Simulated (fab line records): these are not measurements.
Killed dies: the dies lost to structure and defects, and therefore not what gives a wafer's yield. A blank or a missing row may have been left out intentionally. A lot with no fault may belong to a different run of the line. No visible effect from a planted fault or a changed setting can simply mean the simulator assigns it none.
Which tool is to blame?	flow n5-finfet	10 lots, 30 wafers sampled, at 5 steps of a route of 1938

## WHAT EACH GAUGE READ, for each wafer
N5_ILD0_THK_MEAS_08. Usual: 139.3 nm for thk-nm, sd 1.1.
lot	measured	on	thk-nm (nm)	flag
L346	day 3 23:21	film-metro-02	138.3 141.1 137.4	
L347	day 4 00:23	film-metro-01	138.0 141.2 141.0	
L348	day 4 07:48	film-metro-01	140.5 139.1 140.2	
L350	day 4 17:37	film-metro-01	139.2 140.8 139.8	
L357	day 6 15:38	film-metro-01	140.7 139.7 139.4	
L361	day 7 16:26	film-metro-01	139.1 139.2 139.8	
L362	day 7 18:34	film-metro-01	137.0 138.0 137.6	
L364	day 8 08:02	film-metro-01	138.7 138.1 138.8	
L365	day 8 13:55	film-metro-02	140.7 141.0 140.1	
L366	day 8 20:01	film-metro-01	138.5 138.6 137.1	

N5_ILD0_INSPECT_06: inspects for defects (darkfield). Usual: 37 for raw-defect-count, sd 16.
lot	measured	on	raw-defect-count	flag
L346	day 4 02:41	defect-inspect-02	18 22 19	
L347	day 4 03:56	defect-inspect-02	19 44 29	
L348	day 4 11:20	defect-inspect-02	38 48 59	
L350	day 4 21:22	defect-inspect-02	27 34 37	
L357	day 6 18:53	defect-inspect-01	32 17 14	
L361	day 7 19:41	defect-inspect-02	37 56 37	
L362	day 7 21:48	defect-inspect-01	25 34 34	
L364	day 8 11:17	defect-inspect-01	55 68 24	
L365	day 8 17:14	defect-inspect-01	23 53 51	
L366	day 8 23:44	defect-inspect-02	40 67 44	

N5_SDB_OVL_MEAS_12. Usual: SDB_OVL 0.6 nm, standard deviation 0.67.
lot	measured	on	SDB_OVL (nm)	flag
L346	day 4 03:05	overlay-01	0.3 0.8 0.1	
L347	day 4 04:26	overlay-02	0.6 -0.2 0.4	
L348	day 4 11:43	overlay-02	0.3 0.1 0.4	
L350	day 4 21:53	overlay-02	0.6 1.2 0.4	
L357	day 6 19:17	overlay-01	1.3 -0.1 0.2	
L361	day 7 20:14	overlay-02	0.8 3.0 0.7	
L362	day 7 22:13	overlay-01	0.5 -1.1 -0.2	
L364	day 8 11:40	overlay-02	1.0 0.5 0.0	
L365	day 8 17:38	overlay-02	-0.4 1.1 0.8	
L366	day 9 00:15	overlay-02	0.4 0.2 0.7	

N5_BEOL_M4_RC_MEAS_101. Usual: DIBL_N 36.3 mV/V, standard deviation 1.7; DIBL_P 36.5 mV/V, standard deviation 1.8; IOFF_N 0.16 nA/um, standard deviation 0.033; IOFF_P 0.21 nA/um, standard deviation 0.037; ION_N 675 uA/um, standard deviation 11; ION_P 462 uA/um, standard deviation 7.9; SS_N 71.6 mV/dec, standard deviation 0.64; SS_P 73.3 mV/dec, standard deviation 0.68; VT_N 249 mV, standard deviation 3.3; VT_P -250 mV, standard deviation 3.3.
lot	measured	on	DIBL_N (mV/V)	DIBL_P (mV/V)	IOFF_N (nA/um)	IOFF_P (nA/um)	ION_N (uA/um)	ION_P (uA/um)	SS_N (mV/dec)	SS_P (mV/dec)	VT_N (mV)	VT_P (mV)	flag
L346	day 8 11:33	prober-02	33.6 36.4 35.8	34.1 37.0 36.4	0.14 0.18 0.17	0.21 0.25 0.24	673 679 676	467 468 467	71.1 72.3 71.8	73.2 73.4 73.1	248 250 249	-248 -249 -246	
L347	day 8 07:23	prober-01	37.0 35.9 36.4	37.9 36.4 36.4	0.16 0.14 0.14	0.23 0.22 0.21	674 669 675	464 461 471	71.5 71.1 71.3	73.7 73.5 73.1	249 251 251	-251 -250 -250	
L348	day 8 13:29	prober-01	35.7 33.6 36.1	36.1 33.4 36.5	0.15 0.11 0.14	0.18 0.14 0.18	682 681 677	467 462 463	71.0 71.0 71.5	73.3 72.8 73.3	251 255 253	-251 -257 -253	
L350	day 8 14:51	prober-02	37.3 33.8 35.5	37.5 33.5 36.1	0.18 0.12 0.15	0.23 0.17 0.21	680 677 683	470 471 476	71.2 70.7 72.1	72.8 71.7 72.8	247 255 250	-250 -253 -250	
L357	day 10 15:11	prober-02	37.2 37.7 35.5	37.8 39.0 36.4	0.19 0.19 0.16	0.25 0.27 0.23	685 675 683	472 466 475	72.0 72.6 71.1	72.9 73.8 73.1	246 246 249	-244 -247 -248	
L361	day 11 18:43	prober-02	38.3 37.4 39.3	38.1 36.6 38.4	0.17 0.15 0.17	0.20 0.19 0.20	681 660 661	455 457 450	72.2 72.0 73.0	74.4 73.6 73.8	250 252 251	-254 -255 -253	
L362	day 12 00:10	prober-02	37.3 35.6 35.4	35.4 34.2 34.3	0.16 0.15 0.14	0.22 0.22 0.21	675 703 677	466 481 469	71.4 71.4 71.2	72.8 72.5 72.8	247 246 249	-246 -244 -245	
L364	day 12 03:55	prober-01	37.3 36.3 37.3	36.6 35.8 36.4	0.16 0.15 0.17	0.23 0.22 0.23	678 662 667	472 460 464	71.4 71.4 71.9	72.5 73.4 73.5	254 253 249	-245 -248 -247	
L365	day 13 00:05	prober-02	33.4 35.3 34.3	33.1 34.8 33.9	0.13 0.16 0.14	0.17 0.19 0.18	682 677 672	465 462 459	71.4 71.3 71.9	72.7 73.6 73.2	251 247 250	-254 -251 -252	
L366	day 13 03:38	prober-02	40.0 38.2 37.6	40.9 38.7 37.9	0.28 0.23 0.21	0.27 0.24 0.22	717 695 687	475 461 459	72.9 73.1 71.7	74.6 74.5 73.4	241 242 245	-250 -249 -251	

## WHAT TOOL EACH LOT RAN ON (gives the tool, then ch and the chambers of the sampled wafers, and finally the start)
lot	N5_SDB_ETCH_17
L346	rie-diel-03 ch 0,2, day 4 03:11
L347	rie-diel-03 ch 0,2,3, day 4 04:32
L348	rie-diel-01 ch 0,3, day 4 11:49
L350	rie-diel-01 ch 0,1, day 4 21:58
L357	rie-diel-06 ch 0,1,2, day 6 19:24
L361	rie-diel-01 ch 0,1,3, day 7 20:19
L362	rie-diel-01 ch 0,1,2, day 7 22:19
L364	rie-diel-06 ch 0,3, day 8 11:46
L365	rie-diel-03 ch 0,1,3, day 8 17:43
L366	rie-diel-06 ch 1,3, day 9 00:21
- N5_SDB_ETCH_17: etches SiARC in CF4, target depth 23.4 nm, time 39 s.

## WHAT THE TOOLS THEMSELVES READ (means of the sampled wafers that have a number; where no wafer has one, the mark that the record gives instead)
N5_SDB_ETCH_17. Usual: bias-w 36.01 W, standard deviation 0.1; drypump-motor-current-A 5.4 A, standard deviation 0.48; etch-rf-on-time-s 39.1 s, standard deviation 0.88; oes-product-au 0.68 a.u., standard deviation 0.059; rf-vpp-V 184.2 V, standard deviation 1.2; showerhead-plenum-p-Torr 2.15 Torr, standard deviation 0.073; throttle-valve-pct 15.60 %, standard deviation 0.25.
lot	tool	bias-w (W)	drypump-motor-current-A (A)	etch-rf-on-time-s (s)	oes-product-au (a.u.)	rf-vpp-V (V)	showerhead-plenum-p-Torr (Torr)	throttle-valve-pct (%)	flag
L346	rie-diel-03	35.94	5.9	38.8	0.63	184.0	2.12	15.80	
L347	rie-diel-03	36.03	6.0	39.3	0.61	184.5	2.16	15.84	
L348	rie-diel-01	35.97	5.9	38.4	0.69	184.4	2.18	15.62	
L350	rie-diel-01	35.98	5.7	39.4	0.60	184.2	2.11	15.82	
L357	rie-diel-06	36.04	5.2	38.9	0.67	184.2	2.15	15.67	
L361	rie-diel-01	35.99	6.0	37.3	0.75	184.3	2.17	15.50	
L362	rie-diel-01	35.90	5.5	38.6	0.71	183.8	2.16	15.68	
L364	rie-diel-06	36.04	5.0	38.9	0.65	183.5	2.16	15.64	
L365	rie-diel-03	36.12	5.6	39.1	0.69	184.0	2.15	15.55	
L366	rie-diel-06	35.96	5.1	40.0	0.68	183.8	2.10	15.36	

## THE ANSWER, worked out from the rows above alone
Rule: a lot counts as off when the mean over its wafers that have a number is more than 3 standard deviations away from the usual mean. A lot without any number at a reading at which 4 lots or more have one is off too. The other lots that the step has rows for count as sound. The gauges are gone through in route order, then the tools' own readings, and for those a lot's mean is taken as printed above. The first step at which some lot is off is used, and at that step the reading that is off furthest; a lot without a number counts as furthest.
No lot is off at any reading shown: from this, nothing can be told.

## WHAT THE SIMULATOR HAD PUT IN
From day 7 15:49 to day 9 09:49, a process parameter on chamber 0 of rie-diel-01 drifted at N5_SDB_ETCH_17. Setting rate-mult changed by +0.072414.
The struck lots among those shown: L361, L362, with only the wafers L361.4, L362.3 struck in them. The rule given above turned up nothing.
